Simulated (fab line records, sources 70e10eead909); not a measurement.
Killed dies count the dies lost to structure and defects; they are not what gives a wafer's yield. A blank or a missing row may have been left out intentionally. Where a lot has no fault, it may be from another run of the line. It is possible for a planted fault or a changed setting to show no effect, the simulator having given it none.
Which tool is to blame? / flow nandHarc / 14 lots with 42 wafers sampled at 3 steps, on a route of 1302 steps

== WHAT EACH GAUGE READ, for each wafer ==
NHARC_A_M1_INSPECT_27. Usual: rawDefectCount reads 534 (standard deviation 120).
lot=L117; measured=day 23 11:29; on=defectInspect-01; rawDefectCount=656 866 722; flag=
lot=L119; measured=day 23 14:29; on=defectInspect-01; rawDefectCount=730 520 476; flag=
lot=L120; measured=day 25 02:44; on=defectInspect-02; rawDefectCount=540 489 485; flag=
lot=L121; measured=day 26 03:43; on=defectInspect-02; rawDefectCount=414 451 444; flag=
lot=L122; measured=day 26 06:22; on=defectInspect-02; rawDefectCount=486 561 603; flag=
lot=L124; measured=day 26 09:07; on=defectInspect-01; rawDefectCount=410 708 516; flag=
lot=L127; measured=day 27 08:35; on=defectInspect-01; rawDefectCount=501 390 356; flag=
lot=L128; measured=day 28 06:10; on=defectInspect-01; rawDefectCount=473 513 394; flag=
lot=L129; measured=day 28 07:54; on=defectInspect-02; rawDefectCount=492 424 408; flag=
lot=L131; measured=day 30 02:12; on=defectInspect-01; rawDefectCount=591 641 709; flag=
lot=L136; measured=day 31 06:17; on=defectInspect-01; rawDefectCount=495 487 433; flag=
lot=L137; measured=day 31 08:23; on=defectInspect-02; rawDefectCount=486 485 509; flag=
lot=L139; measured=day 32 08:34; on=defectInspect-01; rawDefectCount=736 465 440; flag=
lot=L138; measured=day 32 11:01; on=defectInspect-01; rawDefectCount=609 449 399; flag=

== WHAT TOOL EACH LOT RAN ON (gives the tool, then ch and the chambers of the sampled wafers, and finally the start) ==
lot=L117; NHARC_A_M1_PVD_21=pvdSputter-01, day 23 10:40 or earlier; NHARC_A_M1_ANNEAL_31=rtpAnneal-02 ch 0, day 23 10:40
lot=L119; NHARC_A_M1_PVD_21=pvdSputter-03, day 23 13:40 or earlier; NHARC_A_M1_ANNEAL_31=rtpAnneal-01 ch 0, day 23 13:40
lot=L120; NHARC_A_M1_PVD_21=pvdSputter-01, day 25 01:55 or earlier; NHARC_A_M1_ANNEAL_31=rtpAnneal-01 ch 0, day 25 01:55
lot=L121; NHARC_A_M1_PVD_21=pvdSputter-01, day 26 02:57 or earlier; NHARC_A_M1_ANNEAL_31=rtpAnneal-02 ch 0, day 26 02:57
lot=L122; NHARC_A_M1_PVD_21=pvdSputter-03, day 26 05:39 or earlier; NHARC_A_M1_ANNEAL_31=rtpAnneal-01 ch 0, day 26 05:39
lot=L124; NHARC_A_M1_PVD_21=pvdSputter-03, day 26 08:22 or earlier; NHARC_A_M1_ANNEAL_31=rtpAnneal-01 ch 0, day 26 08:22
lot=L127; NHARC_A_M1_PVD_21=pvdSputter-01, day 27 07:46 or earlier; NHARC_A_M1_ANNEAL_31=rtpAnneal-02 ch 0, day 27 07:46
lot=L128; NHARC_A_M1_PVD_21=pvdSputter-03, day 28 05:24 or earlier; NHARC_A_M1_ANNEAL_31=rtpAnneal-02 ch 0, day 28 05:24
lot=L129; NHARC_A_M1_PVD_21=pvdSputter-01, day 28 07:05 or earlier; NHARC_A_M1_ANNEAL_31=rtpAnneal-01 ch 0, day 28 07:05
lot=L131; NHARC_A_M1_PVD_21=pvdSputter-02, day 30 01:23 or earlier; NHARC_A_M1_ANNEAL_31=rtpAnneal-02 ch 0, day 30 01:23
lot=L136; NHARC_A_M1_PVD_21=pvdSputter-02, day 31 05:28 or earlier; NHARC_A_M1_ANNEAL_31=rtpAnneal-02 ch 0, day 31 05:28
lot=L137; NHARC_A_M1_PVD_21=pvdSputter-01, day 31 07:32 or earlier; NHARC_A_M1_ANNEAL_31=rtpAnneal-01 ch 0, day 31 07:32
lot=L139; NHARC_A_M1_PVD_21=pvdSputter-02, day 32 07:44 or earlier; NHARC_A_M1_ANNEAL_31=rtpAnneal-01 ch 0, day 32 07:44
lot=L138; NHARC_A_M1_PVD_21=pvdSputter-01, day 32 10:11 or earlier; NHARC_A_M1_ANNEAL_31=rtpAnneal-01 ch 0, day 32 10:11
- NHARC_A_M1_PVD_21: deposits Cu, target thk 30 nm, time 20.49 s.
- NHARC_A_M1_ANNEAL_31: time 90 s.

== AS READ BY THE TOOLS THEMSELVES (means over the sampled wafers that have a number; for cases with no such wafer, the mark the record gives instead) ==
NHARC_A_M1_PVD_21. Usual: throttleValvePct reads 30.3 % (standard deviation 1.2).
lot=L117; tool=pvdSputter-01; throttleValvePct (%)=29.7; flag=
lot=L119; tool=pvdSputter-03; throttleValvePct (%)=30.0; flag=
lot=L120; tool=pvdSputter-01; throttleValvePct (%)=30.2; flag=
lot=L121; tool=pvdSputter-01; throttleValvePct (%)=29.8; flag=
lot=L122; tool=pvdSputter-03; throttleValvePct (%)=29.8; flag=
lot=L124; tool=pvdSputter-03; throttleValvePct (%)=29.3; flag=
lot=L127; tool=pvdSputter-01; throttleValvePct (%)=30.2; flag=
lot=L128; tool=pvdSputter-03; throttleValvePct (%)=29.3; flag=
lot=L129; tool=pvdSputter-01; throttleValvePct (%)=29.4; flag=
lot=L131; tool=pvdSputter-02; throttleValvePct (%)=31.5; flag=
lot=L136; tool=pvdSputter-02; throttleValvePct (%)=30.8; flag=
lot=L137; tool=pvdSputter-01; throttleValvePct (%)=30.1; flag=
lot=L139; tool=pvdSputter-02; throttleValvePct (%)=30.6; flag=
lot=L138; tool=pvdSputter-01; throttleValvePct (%)=30.0; flag=

NHARC_A_M1_ANNEAL_31. Usual: wafer_temp_C_max reads 226.5 (standard deviation 0.45).
lot=L117 tool=rtpAnneal-02 wafer_temp_C_max=226.0 flag=
lot=L119 tool=rtpAnneal-01 wafer_temp_C_max=226.7 flag=
lot=L120 tool=rtpAnneal-01 wafer_temp_C_max=226.6 flag=
lot=L121 tool=rtpAnneal-02 wafer_temp_C_max=226.0 flag=
lot=L122 tool=rtpAnneal-01 wafer_temp_C_max=226.5 flag=
lot=L124 tool=rtpAnneal-01 wafer_temp_C_max=226.9 flag=
lot=L127 tool=rtpAnneal-02 wafer_temp_C_max=226.1 flag=
lot=L128 tool=rtpAnneal-02 wafer_temp_C_max=226.2 flag=
lot=L129 tool=rtpAnneal-01 wafer_temp_C_max=227.1 flag=
lot=L131 tool=rtpAnneal-02 wafer_temp_C_max=226.3 flag=
lot=L136 tool=rtpAnneal-02 wafer_temp_C_max=226.3 flag=
lot=L137 tool=rtpAnneal-01 wafer_temp_C_max=226.8 flag=
lot=L139 tool=rtpAnneal-01 wafer_temp_C_max=226.8 flag=
lot=L138 tool=rtpAnneal-01 wafer_temp_C_max=227.0 flag=

== THE ANSWER, worked out from the rows above alone ==
Rule: a lot is off if the mean of its wafers that have a number lies more than 3 standard deviations from the usual mean. Also off: a lot with no number at a reading for which 4 or more lots have one. Where the step has rows for the other lots, those lots are counted as sound. Order of review: gauges by route order, followed by the tools' own readings, for which a lot's mean as printed above is used. The first step at which some lot is off is used, and at that step the reading that is off furthest; a lot without a number counts as furthest.
Nothing can be told from this: no lot is off at any reading shown.

== WHAT THE SIMULATOR HAD INSERTED ==
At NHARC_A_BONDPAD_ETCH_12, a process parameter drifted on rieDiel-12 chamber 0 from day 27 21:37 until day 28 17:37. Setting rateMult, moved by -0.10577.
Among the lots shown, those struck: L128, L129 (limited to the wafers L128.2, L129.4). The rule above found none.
